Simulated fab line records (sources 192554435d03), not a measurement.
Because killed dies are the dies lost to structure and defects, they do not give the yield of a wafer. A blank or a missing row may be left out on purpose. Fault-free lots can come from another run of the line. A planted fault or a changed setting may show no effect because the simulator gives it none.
Which of the tools did it? | flow n5_finfet | 24 lots, 72 wafers sampled, at 4 steps of a route of 1938

## WHAT EACH GAUGE READ, for each wafer
N5_BEOL_M14_INSPECT_12: inspects for defects (macro).
lot  | measured     | on                | raw_defect_count
L074 | day 12 01:16 | defect_inspect-02 | 3 2 2
L075 | day 12 03:47 | defect_inspect-02 | 1 3 3
L078 | day 14 05:56 | defect_inspect-01 | 0 2 3
L077 | day 14 10:17 | defect_inspect-01 | 4 3 1
L080 | day 15 09:25 | defect_inspect-02 | 0 3 2
L079 | day 15 09:38 | defect_inspect-02 | 2 0 0
L081 | day 15 22:20 | defect_inspect-01 | 1 0 3
L082 | day 16 02:15 | defect_inspect-02 | 2 3 2
L083 | day 16 09:23 | defect_inspect-02 | 4 2 2
L085 | day 16 18:37 | defect_inspect-02 | 2 3 4
L084 | day 16 21:03 | defect_inspect-02 | 2 1 0
L087 | day 16 23:23 | defect_inspect-02 | 3 1 2
L086 | day 16 23:43 | defect_inspect-02 | 2 3 0
L089 | day 17 03:13 | defect_inspect-02 | 1 2 1
L076 | day 17 04:27 | defect_inspect-02 | 3 2 2
L090 | day 17 12:20 | defect_inspect-02 | 0 5 3
L091 | day 18 06:42 | defect_inspect-02 | 2 2 5
L088 | day 18 09:29 | defect_inspect-02 | 2 3 4
L092 | day 18 12:24 | defect_inspect-01 | 4 3 2
L095 | day 18 12:59 | defect_inspect-02 | 2 2 2
L093 | day 18 19:34 | defect_inspect-01 | 3 4 1
L096 | day 18 22:16 | defect_inspect-02 | 2 1 1
L094 | day 18 22:49 | defect_inspect-01 | 2 1 2
L097 | day 19 03:34 | defect_inspect-02 | 0 0 3

## TOOL THAT RAN EACH LOT (tool first, then ch and the chambers of the sampled wafers, then the start)
lot  | N5_BEOL_M12_PRE_CLEAN_42     | N5_BEOL_M13_ETCH_67                | N5_BEOL_M13_PRE_CLEAN_42
L074 | pvd_sputter-02, day 11 19:29 | rie_diel-04 ch 0,2, day 11 22:19   | pvd_sputter-02, day 11 23:15
L075 | pvd_sputter-02, day 11 22:11 | rie_diel-06 ch 0,1,3, day 12 00:57 | pvd_sputter-02, day 12 01:59
L078 | pvd_sputter-03, day 13 22:29 | rie_diel-06 ch 0,3, day 14 01:43   | pvd_sputter-02, day 14 03:49
L077 | pvd_sputter-01, day 14 03:37 | rie_diel-06 ch 0,2,3, day 14 06:31 | pvd_sputter-03, day 14 07:58
L080 | pvd_sputter-02, day 14 21:18 | rie_diel-06 ch 0,3, day 15 03:08   | pvd_sputter-03, day 15 07:29
L079 | pvd_sputter-01, day 14 21:27 | rie_diel-06 ch 0,1,3, day 15 03:49 | pvd_sputter-03, day 15 07:48
L081 | pvd_sputter-02, day 15 07:36 | rie_diel-06 ch 0,2,3, day 15 17:19 | pvd_sputter-03, day 15 20:17
L082 | pvd_sputter-03, day 15 18:25 | rie_diel-04 ch 1,2,3, day 15 21:19 | pvd_sputter-02, day 16 00:19
L083 | pvd_sputter-01, day 16 02:05 | rie_diel-06 ch 0,2, day 16 05:29   | pvd_sputter-03, day 16 06:39
L085 | pvd_sputter-02, day 16 09:46 | rie_diel-04 ch 0,2,3, day 16 12:57 | pvd_sputter-03, day 16 16:05
L084 | pvd_sputter-02, day 16 15:14 | rie_diel-02 ch 0,2, day 16 18:16   | pvd_sputter-02, day 16 19:14
L087 | pvd_sputter-02, day 16 15:36 | rie_diel-02 ch 0,2, day 16 18:49   | pvd_sputter-03, day 16 21:20
L086 | pvd_sputter-03, day 16 15:37 | rie_diel-06 ch 2,3, day 16 19:08   | pvd_sputter-02, day 16 21:25
L089 | pvd_sputter-03, day 16 20:46 | rie_diel-06 ch 0,3, day 17 00:07   | pvd_sputter-03, day 17 01:14
L076 | pvd_sputter-01, day 16 21:46 | rie_diel-02 ch 0,1, day 17 01:29   | pvd_sputter-02, day 17 02:32
L090 | pvd_sputter-01, day 17 05:28 | rie_diel-06 ch 0,1,3, day 17 08:56 | pvd_sputter-03, day 17 10:29
L091 | pvd_sputter-02, day 17 23:52 | rie_diel-06 ch 0,2, day 18 03:22   | pvd_sputter-01, day 18 04:46
L088 | pvd_sputter-03, day 18 03:02 | rie_diel-06 ch 0,3, day 18 05:58   | pvd_sputter-03, day 18 07:33
L092 | pvd_sputter-02, day 18 03:05 | rie_diel-02 ch 0,1,3, day 18 06:38 | pvd_sputter-02, day 18 10:25
L095 | pvd_sputter-03, day 18 06:29 | rie_diel-04 ch 0,1,3, day 18 09:23 | pvd_sputter-03, day 18 10:55
L093 | pvd_sputter-03, day 18 10:35 | rie_diel-04 ch 0,1,2, day 18 13:31 | pvd_sputter-01, day 18 17:44
L096 | pvd_sputter-03, day 18 13:53 | rie_diel-04 ch 0,1, day 18 16:59   | pvd_sputter-01, day 18 20:13
L094 | pvd_sputter-02, day 18 14:02 | rie_diel-06 ch 0,1, day 18 17:27   | pvd_sputter-02, day 18 20:33
L097 | pvd_sputter-02, day 18 16:23 | rie_diel-04 ch 0,1,2, day 18 20:16 | pvd_sputter-03, day 19 01:43
- N5_BEOL_M12_PRE_CLEAN_42: time 30 s.
- N5_BEOL_M13_ETCH_67: etches SiARC in CF4, target depth 143 nm, time 238.3 s.
- N5_BEOL_M13_PRE_CLEAN_42: time 30 s.

## WHAT THE TOOLS THEMSELVES READ (means of the sampled wafers that have a number; where no wafer has one, the mark that the record gives instead)
N5_BEOL_M12_PRE_CLEAN_42.
lot  | tool           | heater_power_w (W)
L074 | pvd_sputter-02 | 309
L075 | pvd_sputter-02 | 310
L078 | pvd_sputter-03 | 333
L077 | pvd_sputter-01 | 335
L080 | pvd_sputter-02 | 320
L079 | pvd_sputter-01 | 309
L081 | pvd_sputter-02 | 319
L082 | pvd_sputter-03 | 309
L083 | pvd_sputter-01 | 330
L085 | pvd_sputter-02 | 325
L084 | pvd_sputter-02 | 324
L087 | pvd_sputter-02 | 311
L086 | pvd_sputter-03 | 317
L089 | pvd_sputter-03 | 326
L076 | pvd_sputter-01 | 350
L090 | pvd_sputter-01 | 333
L091 | pvd_sputter-02 | 316
L088 | pvd_sputter-03 | 351
L092 | pvd_sputter-02 | 323
L095 | pvd_sputter-03 | 334
L093 | pvd_sputter-03 | 319
L096 | pvd_sputter-03 | 313
L094 | pvd_sputter-02 | 311
L097 | pvd_sputter-02 | 312

N5_BEOL_M13_ETCH_67.
lot  | tool        | cf4_flow_sccm (sccm) | drypump_motor_current_A (A) | etch_rf_on_time_s (s) | oes_product_au (a.u.) | rf_vpp_V (V) | showerhead_plenum_p_Torr (Torr) | throttle_valve_pct (%)
L074 | rie_diel-04 | 99.7                 | 5.4                         | 245                   | 0.66                  | 184.4        | 2.18                            | 15.58
L075 | rie_diel-06 | 100.4                | 5.4                         | 237                   | 0.65                  | 183.5        | 2.06                            | 15.63
L078 | rie_diel-06 | 100.1                | 5.1                         | 245                   | 0.66                  | 182.7        | 2.07                            | 15.54
L077 | rie_diel-06 | 100.2                | 5.2                         | 238                   | 0.63                  | 183.3        | 2.10                            | 15.69
L080 | rie_diel-06 | 100.2                | 5.1                         | 244                   | 0.65                  | 183.0        | 2.06                            | 15.55
L079 | rie_diel-06 | 99.9                 | 5.3                         | 240                   | 0.63                  | 182.2        | 2.05                            | 15.68
L081 | rie_diel-06 | 99.8                 | 5.2                         | 238                   | 0.71                  | 183.6        | 2.10                            | 15.56
L082 | rie_diel-04 | 100.2                | 5.7                         | 235                   | 0.73                  | 184.6        | 2.19                            | 15.49
L083 | rie_diel-06 | 100.1                | 5.0                         | 243                   | 0.73                  | 184.0        | 2.11                            | 15.33
L085 | rie_diel-04 | 99.6                 | 5.5                         | 238                   | 0.71                  | 183.2        | 2.12                            | 15.50
L084 | rie_diel-02 | 100.1                | 5.4                         | 244                   | 0.77                  | 184.0        | 2.15                            | 15.34
L087 | rie_diel-02 | 100.2                | 5.5                         | 242                   | 0.79                  | 183.1        | 2.12                            | 15.25
L086 | rie_diel-06 | 100.2                | 5.3                         | 232                   | 0.75                  | 183.9        | 2.14                            | 15.55
L089 | rie_diel-06 | 100.2                | 5.2                         | 244                   | 0.61                  | 182.7        | 2.04                            | 15.81
L076 | rie_diel-02 | 100.4                | 5.6                         | 244                   | 0.69                  | 184.0        | 2.12                            | 15.45
L090 | rie_diel-06 | 100.4                | 5.3                         | 235                   | 0.70                  | 184.3        | 2.13                            | 15.55
L091 | rie_diel-06 | 99.7                 | 5.0                         | 245                   | 0.70                  | 183.4        | 2.11                            | 15.36
L088 | rie_diel-06 | 99.9                 | 5.1                         | 249                   | 0.63                  | 183.3        | 2.06                            | 15.62
L092 | rie_diel-02 | 100.1                | 5.7                         | 241                   | 0.71                  | 183.6        | 2.10                            | 15.46
L095 | rie_diel-04 | 99.9                 | 5.9                         | 232                   | 0.75                  | 184.4        | 2.14                            | 15.39
L093 | rie_diel-04 | 100.1                | 5.7                         | 237                   | 0.68                  | 183.6        | 2.18                            | 15.56
L096 | rie_diel-04 | 100.1                | 6.1                         | 233                   | 0.72                  | 185.1        | 2.21                            | 15.42
L094 | rie_diel-06 | 100.2                | 5.1                         | 240                   | 0.71                  | 184.0        | 2.14                            | 15.33
L097 | rie_diel-04 | 100.1                | 5.8                         | 239                   | 0.67                  | 184.7        | 2.18                            | 15.57

N5_BEOL_M13_PRE_CLEAN_42.
lot  | tool           | heater_power_w (W)
L074 | pvd_sputter-02 | 323
L075 | pvd_sputter-02 | 299
L078 | pvd_sputter-02 | 321
L077 | pvd_sputter-03 | 334
L080 | pvd_sputter-03 | 324
L079 | pvd_sputter-03 | 344
L081 | pvd_sputter-03 | 339
L082 | pvd_sputter-02 | 309
L083 | pvd_sputter-03 | 324
L085 | pvd_sputter-03 | 349
L084 | pvd_sputter-02 | 308
L087 | pvd_sputter-03 | 312
L086 | pvd_sputter-02 | 302
L089 | pvd_sputter-03 | 363
L076 | pvd_sputter-02 | 311
L090 | pvd_sputter-03 | 340
L091 | pvd_sputter-01 | 335
L088 | pvd_sputter-03 | 297
L092 | pvd_sputter-02 | 317
L095 | pvd_sputter-03 | 337
L093 | pvd_sputter-01 | 326
L096 | pvd_sputter-01 | 343
L094 | pvd_sputter-02 | 320
L097 | pvd_sputter-03 | 322

## THE ANSWER, worked out from the rows above alone
Rule: usual is defined by the lots themselves. The widest of any qualifying gaps counts: lots, ordered by their means at a reading, are off when they make up no more than a third of the lots, leave a main group of 4 or more, and stand apart from it by 3 or more times the standard deviation of that group's means. A main group whose means are all the same, to the digits that the tables above print for the reading, isn't used. Also off: a lot with no number at a reading for which 4 or more lots have one. All remaining lots with rows at the step are treated as sound. After the gauges, taken in route order, come the tools' own readings; for these a lot's mean is taken, as printed above. At the first step where some lot is off, the reading lying furthest off is the one used; lots without a number count as furthest.
Nothing can be told from this: no lot is off at any reading shown.

## WHAT WAS PUT IN BY THE SIMULATOR
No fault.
